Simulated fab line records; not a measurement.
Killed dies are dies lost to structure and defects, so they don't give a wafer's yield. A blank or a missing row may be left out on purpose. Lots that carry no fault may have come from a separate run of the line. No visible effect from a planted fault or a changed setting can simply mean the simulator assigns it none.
The tool behind it: which one? + flow n5-finfet + 8 lots with 24 wafers sampled at 8 steps, on a route of 1938 steps

WHAT EACH GAUGE READ, for each wafer
N5_FIN_SAQP_CD_MEAS_27 targets a cd of 20 nm.
| lot  | measured    | on        | cd-nm (nm)        |
|------|-------------|-----------|-------------------|
| L753 | day 2 01:16 | cd-sem-02 | 20.32 20.60 20.35 |
| L755 | day 2 13:11 | cd-sem-03 | 20.16 19.93 20.41 |
| L756 | day 2 17:58 | cd-sem-03 | 20.16 20.38 20.52 |
| L758 | day 3 07:59 | cd-sem-02 | 20.24 20.61 20.45 |
| L760 | day 3 18:56 | cd-sem-01 | 20.40 20.57 20.84 |
| L763 | day 4 12:18 | cd-sem-03 | 20.29 20.45 20.93 |
| L765 | day 5 00:40 | cd-sem-01 | 20.23 20.44 20.09 |
| L773 | day 7 01:10 | cd-sem-03 | 20.79 20.15 20.54 |

N5_FIN_SAQP_CD_MEAS_31 targets a cd of 8 nm.
| lot  | measured    | on        | cd-nm (nm)     |
|------|-------------|-----------|----------------|
| L753 | day 2 03:28 | cd-sem-01 | 8.18 7.96 8.18 |
| L755 | day 2 15:19 | cd-sem-01 | 8.07 8.09 8.40 |
| L756 | day 2 19:54 | cd-sem-03 | 8.23 8.00 8.14 |
| L758 | day 3 10:01 | cd-sem-01 | 7.68 8.22 8.04 |
| L760 | day 3 20:34 | cd-sem-01 | 7.92 8.24 8.45 |
| L763 | day 4 13:51 | cd-sem-03 | 8.07 8.50 7.96 |
| L765 | day 5 02:13 | cd-sem-01 | 7.86 8.18 7.95 |
| L773 | day 7 03:02 | cd-sem-02 | 8.32 7.88 7.75 |

N5_FIN_SAQP_INSPECT_40: inspects for defects (brightfield).
| lot  | measured    | on                | raw-defect-count |
|------|-------------|-------------------|------------------|
| L753 | day 2 04:03 | defect-inspect-01 | 181 184 170      |
| L755 | day 2 16:01 | defect-inspect-01 | 266 238 268      |
| L756 | day 2 20:40 | defect-inspect-02 | 215 173 196      |
| L758 | day 3 10:36 | defect-inspect-02 | 200 163 373      |
| L760 | day 3 21:08 | defect-inspect-01 | 304 362 241      |
| L763 | day 4 14:29 | defect-inspect-01 | 333 318 202      |
| L765 | day 5 02:47 | defect-inspect-01 | 290 319 146      |
| L773 | day 7 03:43 | defect-inspect-02 | 313 1947 1937    |

N5_BEOL_M4_RC_MEAS_101.
| lot  | measured     | on        | DIBL_N (mV/V)  | DIBL_P (mV/V)  | IOFF_N (nA/um)    | IOFF_P (nA/um)    | ION_N (uA/um) | ION_P (uA/um) | SS_N (mV/dec)  | SS_P (mV/dec)  | VT_N (mV)         | VT_P (mV)      |
|------|--------------|-----------|----------------|----------------|-------------------|-------------------|---------------|---------------|----------------|----------------|-------------------|----------------|
| L753 | day 8 17:11  | prober-01 | 37.4 37.8 36.8 | 37.4 37.4 36.8 | 0.195 0.193 0.171 | 0.237 0.224 0.216 | 697 690 683   | 467 465 465   | 72.2 70.9 71.2 | 73.3 72.9 73.5 | 243.2 245.4 248.1 | -248 -249 -250 |
| L755 | day 9 04:13  | prober-02 | 35.3 34.1 34.1 | 33.7 32.7 33.6 | 0.136 0.125 0.129 | 0.182 0.170 0.179 | 658 659 668   | 455 458 458   | 70.3 70.5 70.8 | 73.0 72.9 72.8 | 255.9 253.4 253.7 | -250 -250 -251 |
| L756 | day 9 01:15  | prober-02 | 35.6 37.3 36.9 | 34.5 36.0 36.0 | 0.152 0.181 0.180 | 0.219 0.244 0.244 | 676 685 679   | 470 472 468   | 71.3 71.9 71.7 | 73.5 73.3 73.9 | 247.8 246.9 249.0 | -246 -247 -245 |
| L758 | day 9 09:05  | prober-02 | 34.3 35.1 36.7 | 33.1 33.8 35.5 | 0.125 0.132 0.164 | 0.212 0.219 0.256 | 660 673 675   | 468 475 476   | 71.6 71.4 73.2 | 72.4 72.5 72.3 | 254.0 253.4 249.6 | -247 -249 -245 |
| L760 | day 10 17:10 | prober-01 | 36.8 36.2 35.3 | 37.2 36.7 35.4 | 0.144 0.149 0.128 | 0.192 0.185 0.163 | 676 678 675   | 460 460 452   | 71.5 71.3 71.1 | 73.0 73.2 72.7 | 251.5 251.0 253.6 | -252 -256 -255 |
| L763 | day 12 19:20 | prober-01 | 34.9 36.6 34.6 | 34.7 36.5 34.2 | 0.144 0.170 0.131 | 0.182 0.208 0.178 | 674 669 665   | 460 458 461   | 71.2 71.6 70.7 | 72.9 73.3 72.7 | 250.8 247.6 249.1 | -253 -249 -251 |
| L765 | day 13 02:11 | prober-02 | 35.6 36.8 35.9 | 34.4 36.1 35.5 | 0.148 0.175 0.152 | 0.192 0.229 0.214 | 673 687 671   | 458 468 464   | 70.7 71.4 71.7 | 73.2 73.6 73.0 | 250.9 248.2 248.8 | -250 -248 -248 |
| L773 | day 14 22:31 | prober-01 | 39.3           | 37.6           | 0.193             | 0.207             | 689           | 461           | 71.7           | 74.3           | 245.8             | -252           |

TOOL THAT RAN EACH LOT (tool first, then ch and the chambers of the sampled wafers, then the start)
| lot  | N5_FIN_SAQP_RECESS_75             | N5_FIN_SAQP_MANDREL_ETCH_58     | N5_FIN_SAQP_ETCH_69               | N5_FIN_SAQP_SPACER2_ETCHBACK_29   |
|------|-----------------------------------|---------------------------------|-----------------------------------|-----------------------------------|
| L753 | vapor-etch-01 ch 1, day 1 23:53   | rie-si-04 ch 2,3, day 2 01:47   | rie-diel-01 ch 0,3, day 2 02:20   | rie-diel-05 ch 0,1,3, day 2 03:16 |
| L755 | vapor-etch-01 ch 0,1, day 2 11:49 | rie-si-02 ch 0,2,3, day 2 13:29 | rie-diel-04 ch 1,2,3, day 2 14:07 | rie-diel-05 ch 0,1,2, day 2 15:07 |
| L756 | vapor-etch-01 ch 0,1, day 2 16:38 | rie-si-04 ch 2,3, day 2 18:16   | rie-diel-04 ch 1,2,3, day 2 18:48 | rie-diel-04 ch 0,1,2, day 2 19:42 |
| L758 | vapor-etch-01 ch 0,1, day 3 06:34 | rie-si-04 ch 1,2,3, day 3 08:19 | rie-diel-04 ch 0,1,3, day 3 08:53 | rie-diel-04 ch 1,2,3, day 3 09:50 |
| L760 | vapor-etch-01 ch 0,1, day 3 17:38 | rie-si-05 ch 1,2, day 3 19:08   | rie-diel-04 ch 2,3, day 3 19:40   | rie-diel-04 ch 0,3, day 3 20:22   |
| L763 | vapor-etch-02 ch 0,1, day 4 11:00 | rie-si-04 ch 0,1,2, day 4 12:29 | rie-diel-05 ch 0,1,3, day 4 13:01 | rie-diel-05 ch 0,2, day 4 13:39   |
| L765 | vapor-etch-01 ch 0,1, day 4 22:43 | rie-si-02 ch 0,2,3, day 5 00:51 | rie-diel-04 ch 1,2,3, day 5 01:23 | rie-diel-01 ch 1,2,3, day 5 02:01 |
| L773 | vapor-etch-02 ch 0,1, day 6 23:31 | rie-si-04 ch 0,1,2, day 7 01:25 | rie-diel-01 ch 0,1,2, day 7 02:05 | rie-diel-04 ch 0,1,3, day 7 02:50 |
- N5_FIN_SAQP_RECESS_75: chemistry HF/NH3, target SiO2, target depth 14.4 nm, afs cycles 3, sublimation time 60 s.
- N5_FIN_SAQP_MANDREL_ETCH_58: etches a-Si in HBr/Cl2, stops on SiNx, target depth 45 nm, bt time 10 s, time 27 s.
- N5_FIN_SAQP_ETCH_69: etches SOC in N2/H2, stops on SiNx, target depth 150 nm.
- N5_FIN_SAQP_SPACER2_ETCHBACK_29: etches SiO2 in CHF3/O2, target depth 12.2 nm, time 6.1 s.

AS READ BY THE TOOLS THEMSELVES (means over the sampled wafers that have a number; for cases with no such wafer, the mark the record gives instead)
N5_FIN_SAQP_RECESS_75.
| lot  | tool          | drypump-motor-current-A (A) |
|------|---------------|-----------------------------|
| L753 | vapor-etch-01 | 5.3                         |
| L755 | vapor-etch-01 | 5.7                         |
| L756 | vapor-etch-01 | 5.7                         |
| L758 | vapor-etch-01 | 5.7                         |
| L760 | vapor-etch-01 | 5.7                         |
| L763 | vapor-etch-02 | 5.1                         |
| L765 | vapor-etch-01 | 5.7                         |
| L773 | vapor-etch-02 | 5.1                         |

N5_FIN_SAQP_MANDREL_ETCH_58.
| lot  | tool      | drypump-motor-current-A (A) | oes-product-au (a.u.) | throttle-valve-pct (%) |
|------|-----------|-----------------------------|-----------------------|------------------------|
| L753 | rie-si-04 | 6.03                        | 0.704                 | 35.57                  |
| L755 | rie-si-02 | 5.88                        | 0.687                 | 35.79                  |
| L756 | rie-si-04 | 5.96                        | 0.700                 | 35.60                  |
| L758 | rie-si-04 | 6.10                        | 0.697                 | 35.49                  |
| L760 | rie-si-05 | 6.16                        | 0.706                 | 35.55                  |
| L763 | rie-si-04 | 6.11                        | 0.696                 | 35.42                  |
| L765 | rie-si-02 | 5.89                        | 0.695                 | 35.80                  |
| L773 | rie-si-04 | 6.10                        | 0.680                 | 35.46                  |

N5_FIN_SAQP_ETCH_69.
| lot  | tool        | drypump-motor-current-A (A) | oes-product-au (a.u.) | rf-vpp-V (V) | showerhead-plenum-p-Torr (Torr) | throttle-valve-pct (%) |
|------|-------------|-----------------------------|-----------------------|--------------|---------------------------------|------------------------|
| L753 | rie-diel-01 | 6.1                         | 0.91                  | 241.4        | 2.53                            | 17.78                  |
| L755 | rie-diel-04 | 5.7                         | 0.71                  | 240.8        | 2.56                            | 18.02                  |
| L756 | rie-diel-04 | 5.8                         | 0.71                  | 240.4        | 2.56                            | 18.02                  |
| L758 | rie-diel-04 | 6.0                         | 0.69                  | 242.1        | 2.58                            | 17.98                  |
| L760 | rie-diel-04 | 5.5                         | 0.69                  | 242.2        | 2.59                            | 18.08                  |
| L763 | rie-diel-05 | 6.1                         | 0.83                  | 240.7        | 2.58                            | 17.83                  |
| L765 | rie-diel-04 | 5.8                         | 0.69                  | 241.0        | 2.55                            | 18.05                  |
| L773 | rie-diel-01 | 5.7                         | 0.46                  | 241.1        | 2.54                            | 17.79                  |

N5_FIN_SAQP_SPACER2_ETCHBACK_29.
| lot  | tool        | drypump-motor-current-A (A) | oes-product-au (a.u.) | rf-vpp-V (V) | showerhead-plenum-p-Torr (Torr) | throttle-valve-pct (%) |
|------|-------------|-----------------------------|-----------------------|--------------|---------------------------------|------------------------|
| L753 | rie-diel-05 | 6.1                         | 0.87                  | 523          | 2.45                            | 18.87                  |
| L755 | rie-diel-05 | 6.1                         | 0.83                  | 525          | 2.50                            | 18.92                  |
| L756 | rie-diel-04 | 6.0                         | 0.72                  | 527          | 2.43                            | 19.05                  |
| L758 | rie-diel-04 | 5.8                         | 0.70                  | 526          | 2.43                            | 19.11                  |
| L760 | rie-diel-04 | 6.0                         | 0.69                  | 530          | 2.48                            | 19.04                  |
| L763 | rie-diel-05 | 5.9                         | 0.79                  | 526          | 2.51                            | 19.09                  |
| L765 | rie-diel-01 | 5.3                         | 0.77                  | 525          | 2.44                            | 19.00                  |
| L773 | rie-diel-04 | 6.0                         | 0.49                  | 527          | 2.44                            | 18.89                  |

THE ANSWER, worked out from the rows above alone
Rule: what is usual is taken from the lots themselves. The widest of any qualifying gaps counts: lots, ordered by their means at a reading, are off when they make up no more than a third of the lots, leave a main group of 4 or more, and stand apart from it by 3 or more times the standard deviation of that group's means. Not used: any main group whose means are identical at the precision the tables above print for the reading. A lot without any number at a reading at which 4 lots or more have one is off too. Where the step has rows for the other lots, those lots are counted as sound. Order of review: gauges by route order, followed by the tools' own readings, for which a lot's mean as printed above is used. The first step at which some lot is off is used, and at that step the reading that is off furthest; a lot without a number counts as furthest.
Off at N5_FIN_SAQP_INSPECT_40 (raw-defect-count): L773. The main group has a mean of 245 with a standard deviation of 41.
If a tool, at a process step before that reading, ran all the lots that are off and no sound lot after the first of them, it fits. Not tried: the gauges at N5_FIN_SAQP_INSPECT_40; whatever is off there is also off at N5_FIN_SAQP_SPACER2_ETCHBACK_29, on other tools, and gauge error can't account for it. Can't be told from this: 4 tools fit, vapor-etch-02 at N5_FIN_SAQP_RECESS_75, rie-si-04 at N5_FIN_SAQP_MANDREL_ETCH_58, rie-diel-01 at N5_FIN_SAQP_ETCH_69, rie-diel-04 at N5_FIN_SAQP_SPACER2_ETCHBACK_29.

WHAT THE SIMULATOR HAD INSERTED
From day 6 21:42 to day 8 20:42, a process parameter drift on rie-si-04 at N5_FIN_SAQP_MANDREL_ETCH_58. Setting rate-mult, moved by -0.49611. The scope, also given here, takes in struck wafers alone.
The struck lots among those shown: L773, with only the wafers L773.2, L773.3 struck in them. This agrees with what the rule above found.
